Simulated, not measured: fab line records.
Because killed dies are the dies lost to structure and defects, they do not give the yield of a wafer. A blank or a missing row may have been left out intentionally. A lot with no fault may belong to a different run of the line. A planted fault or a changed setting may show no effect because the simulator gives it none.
Matching of chambers ; flow n5 finfet ; N5_BEOL_M10_CVD_75 on cvd co-01 has 3 sister chambers
The step deposits Co from CCTBA/H2, target thk 2 nm, time 138.9 s. 6 wafers are shown with their chamber, then 7 later ones without.

WAFERS, EACH WITH ITS CHAMBER
wafer;chamber;run length s (s)
L178.3;1;161.7
L179.5;0;162.4
L179.6;2;161.4
L182.1;1;161.9
L182.2;2;161.7
L182.3;0;162.5

WAFERS WITH NO CHAMBER GIVEN
wafer;run length s (s)
L185.2;162.3
L185.3;162.4
L185.6;162.3
L190.2;162.8
L190.5;161.8
L191.2;162.4
L191.4;162.4

EACH ONE'S CHAMBER
wafer;from the rows above;in truth
L185.2;0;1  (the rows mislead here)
L185.3;0;0
L185.6;0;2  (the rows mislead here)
L190.2;0;0
L190.5;can't be placed: 1 or 2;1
L191.2;0;0
L191.4;0;0
Correct placement for 4 of the 7. From these rows, 1 cannot be placed; in 1 the true chamber is one of the candidates. Wrongly placed: 2.
How it was worked out, from the rows above alone: a wafer's distance from a chamber is the root of the sum, over the readings, of the square of ((its reading less the chamber's mean) divided by the reading's scatter). If the next closest chamber is less than 2 further off than the closest, the wafer can't be placed; otherwise it belongs to the closest. The mean given for a chamber averages the wafers shown for that chamber. The scatter: take each reading less its chamber's mean, square it, sum over the shown wafers, divide by the number of wafers less the number of chambers, and take the root.
